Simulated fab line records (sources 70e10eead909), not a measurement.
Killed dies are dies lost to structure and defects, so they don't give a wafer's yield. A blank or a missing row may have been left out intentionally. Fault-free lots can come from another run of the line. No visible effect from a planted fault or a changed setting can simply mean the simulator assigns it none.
Comparing a struck lot with a sound one ; flow nand_harc ; 13 out of 1302 route steps
Sound: these wafers, L479.1, L479.4, L479.6. Struck: wafers L473.4, L473.5, L473.6. The cause is named last.
Per side, at each step with rows, come the tool, then ch with its chambers, and then its first start. Under that, the readings that differ: sound wafers ; struck wafers ; difference of the means ; sigmas: that difference in standard deviations of wafers without a fault.
alike: readings whose means differ by less than 2 such deviations, and words and numbers that are the same on both sides. not compared: withheld readings, readings that some wafer has no value for, bounds like >300 that may hide the same value, and numbers for which the record gives no deviation and whose values overlap.
Wherever a step has rows on one side only, a row that says differs or no value, or a row with sigmas, the two part there. Numbers that have no deviation but don't overlap get no sigmas and don't part them. A reading missing from all wafers of one side parts the sides only when that side holds two or more wafers.

NHARC_A_CHANNEL_FILL_D2_ALD_15: deposits SiNx, target thk 2 nm, pulse time 60 s, ald cycles 19.
  sound on ald_sin_batch-02 ch 0, day 21 03:22; struck on ald_sin_batch-03 ch 0
  alike: chamber_pressure_Torr, precursor_pulse_height_rel
NHARC_A_CHANNEL_FILL_D2_ALD_16: deposits SiO2, target thk 1.5 nm, pulse time 10 s, ald cycles 15.
  sound on ald_hk-02 ch 1,2,3, day 21 06:55; struck on ald_hk-02 ch 0,2,3, day 18 23:07
  alike: heater_power_outer_w, heater_power_w, precursor_pulse_height_rel
then, 2 steps without rows for these wafers: NHARC_A_CHANNEL_FILL_D2_ANNEAL_17 (time 1800 s); NHARC_A_CHANNEL_FILL_D2_CVD_18 (deposits poly-Si, target thk 3 nm).
NHARC_A_CHANNEL_FILL_D2_ETCHBACK_19: etches the open film in HBr/Cl2, target depth 5 nm, time 1.7 s.
  sound on rie_si-04 ch 0,3, day 21 19:28; struck on rie_si-04 ch 0,2,3, day 19 10:51
  alike: drypump_motor_current_A, he_backside_leak_sccm, mfc_cl2_sccm, oes_product_au, throttle_valve_pct
  not compared: rf_hours_counter_h
NHARC_A_CHANNEL_FILL_D2_ETCHBACK_20: etches the open film in C4F8/O2/Ar, target depth 27 nm, time 13.5 s.
  sound on rie_diel-03 ch 0,1, day 21 19:35; struck on rie_diel-03 ch 0,2,3, day 19 10:58
  alike: oes_product_au, rf_vpp_V
  not compared: rf_hours_counter_h
NHARC_A_CHANNEL_FILL_D2_STRIP_28: strips in O2, time 20 s.
  sound on rie_diel-03 ch 2,3, day 21 19:40; struck on rie_diel-03 ch 0,2,3, day 19 11:04
  alike: drypump_motor_current_A, oes_product_au, rf_vpp_V, showerhead_plenum_p_Torr, throttle_valve_pct
  not compared: rf_hours_counter_h
then, 4 steps without rows for these wafers: NHARC_A_CHANNEL_FILL_D2_PRECLEAN_21 (cleans in dHF, time 30 s); NHARC_A_CHANNEL_FILL_D2_SRD_23; NHARC_A_CHANNEL_FILL_D2_CVD_05 (deposits poly-Si, target thk 5 nm); NHARC_A_CHANNEL_FILL_D2_ANNEAL_22 (time 7200 s).
NHARC_A_CHANNEL_FILL_D2_ALD_25: deposits SiOx, target thk 60 nm, pulse time 10 s, ald cycles 600.
  sound on ald_hk-04 ch 0,3, day 22 09:56; struck on ald_hk-02 ch 0,3, day 19 23:55
  no value came back on the struck wafers for ald_cycles, heater_power_outer_w (W), heater_power_w (W), precursor_pulse_height_rel; on the sound wafers ald_cycles reads 600 600 600
then, 1 step without rows for these wafers: NHARC_A_CHANNEL_FILL_D2_ETCHBACK_08 (etches the open film in C4F8, target depth 220 nm, time 110 s).

== WHERE THEY PART ==
NHARC_A_CHANNEL_FILL_D2_ALD_25 only, going by this record.

WHY: what had been put in by the simulator
Step skipped in full: ald_hk-02, at NHARC_A_CHANNEL_FILL_D2_ALD_25, from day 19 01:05 onward. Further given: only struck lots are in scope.
